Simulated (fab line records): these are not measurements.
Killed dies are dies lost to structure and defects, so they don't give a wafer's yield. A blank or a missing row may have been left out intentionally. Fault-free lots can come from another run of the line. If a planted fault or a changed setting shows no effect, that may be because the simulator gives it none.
The tool behind it: which one? :: flow n5_finfet :: route of 1938 steps, sampled at 1 step: 14 lots, 41 wafers

## WHAT EACH GAUGE READ, for each wafer
N5_BEOL_M10_CD_MEAS_11: target cd 64.1 nm. Usual: cd_nm at 64.1 nm, with a standard deviation of 0.54.
lot: L637
measured: day 9 17:05
on: cd_sem-03
cd_nm (nm): 64.9 64.9 64.4
flag: 

lot: L638
measured: day 10 08:27
on: cd_sem-02
cd_nm (nm): 64.8 63.9 64.2
flag: 

lot: L640
measured: day 10 21:50
on: cd_sem-03
cd_nm (nm): 64.1 63.7 64.1
flag: 

lot: L642
measured: day 11 05:41
on: cd_sem-03
cd_nm (nm): 64.4 63.9 63.7
flag: 

lot: L644
measured: day 11 11:07
on: cd_sem-02
cd_nm (nm): 64.1 64.3 63.9
flag: 

lot: L643
measured: day 11 13:43
on: cd_sem-02
cd_nm (nm): 63.2 64.7 63.6
flag: 

lot: L645
measured: day 12 05:56
on: cd_sem-02
cd_nm (nm): 63.4 64.6
flag: 

lot: L646
measured: day 12 12:30
on: cd_sem-01
cd_nm (nm): 65.2 65.3 64.5
flag: 

lot: L651
measured: day 13 19:52
on: cd_sem-01
cd_nm (nm): 64.9 64.3 64.3
flag: 

lot: L653
measured: day 14 08:58
on: cd_sem-03
cd_nm (nm): 63.9 63.1 64.1
flag: 

lot: L656
measured: day 14 19:00
on: cd_sem-01
cd_nm (nm): 64.1 64.2 64.4
flag: 

lot: L657
measured: day 15 02:58
on: cd_sem-02
cd_nm (nm): 64.0 63.4 63.7
flag: 

lot: L658
measured: day 15 10:13
on: cd_sem-02
cd_nm (nm): 63.9 63.8 63.7
flag: 

lot: L659
measured: day 15 11:14
on: cd_sem-02
cd_nm (nm): 62.9 64.6 64.0
flag: 

## TOOL THAT RAN EACH LOT (tool first, then ch and the chambers of the sampled wafers, then the start)
Record: no process step prior to these readings.

## AS READ BY THE TOOLS THEMSELVES (means over the sampled wafers that have a number; for cases with no such wafer, the mark the record gives instead)
The record holds no such reading with a usual standard deviation.

## THE ANSWER, worked out from the rows above alone
Rule: a lot counts as off when the mean over its wafers that have a number is more than 3 standard deviations away from the usual mean. Also off: a lot with no number at a reading for which 4 or more lots have one. Any other lot the step has rows for is counted as sound. First the gauges in route order, then the tools' own readings, where a lot's mean is used as printed above. The first step at which some lot is off is used, and at that step the reading that is off furthest; a lot without a number counts as furthest.
No lot is off on any of the readings shown, so nothing can be concluded from this.

## WHAT THE SIMULATOR HAD INSERTED
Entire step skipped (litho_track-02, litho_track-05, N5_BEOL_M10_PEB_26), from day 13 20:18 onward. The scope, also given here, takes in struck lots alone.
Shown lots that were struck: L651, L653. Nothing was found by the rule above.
